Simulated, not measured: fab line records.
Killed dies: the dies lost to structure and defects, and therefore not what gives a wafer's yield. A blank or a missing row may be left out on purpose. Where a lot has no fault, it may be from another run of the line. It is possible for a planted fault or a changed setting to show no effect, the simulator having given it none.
Chamber matching | flow nand_harc | NHARC_A_BLC_ALD_23 on ald_metal-02 has 4 sister chambers
The step deposits TiN, target thk 3 nm, pulse time 1 s, ald cycles 150. 4 wafers are shown with their chamber, then 7 later ones without.

== WAFERS, EACH WITH ITS CHAMBER ==
wafer  | chamber | heater_power_w (W)
L085.1 | 3       | 925
L085.3 | 1       | 933
L088.1 | 2       | 1119
L088.2 | 0       | 1171

== WAFERS WITH NO CHAMBER GIVEN ==
wafer  | heater_power_w (W)
L088.5 | 922
L094.1 | 910
L094.2 | 1162
L094.6 | 1125
L096.2 | 941
L096.3 | 1148
L096.6 | 1183

== EACH ONE'S CHAMBER ==
wafer  | from the rows above     | in truth
L088.5 | can't be placed: 3 or 1 | 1
L094.1 | can't be placed: 3 or 1 | 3
L094.2 | 0                       | 0
L094.6 | 2                       | 2
L096.2 | can't be placed: 1 or 3 | 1
L096.3 | can't be placed: 0 or 2 | 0
L096.6 | 0                       | 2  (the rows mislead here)
2 of 7 placed correctly. These rows do not allow placing 4 (true chamber among the candidates in 4). Wrongly placed: 1.
How it was worked out, from the rows above alone: a wafer's distance from a chamber is the root of the sum, over the readings, of the square of ((its reading less the chamber's mean) divided by the reading's scatter). The wafer belongs to the nearest chamber; if the next one is less than 2 further off, it can't be placed. Each chamber's mean is taken over the wafers shown for it. The scatter: root of mean squared gap, hidden wafer to nearest shown wafer, with one shown wafer a chamber.
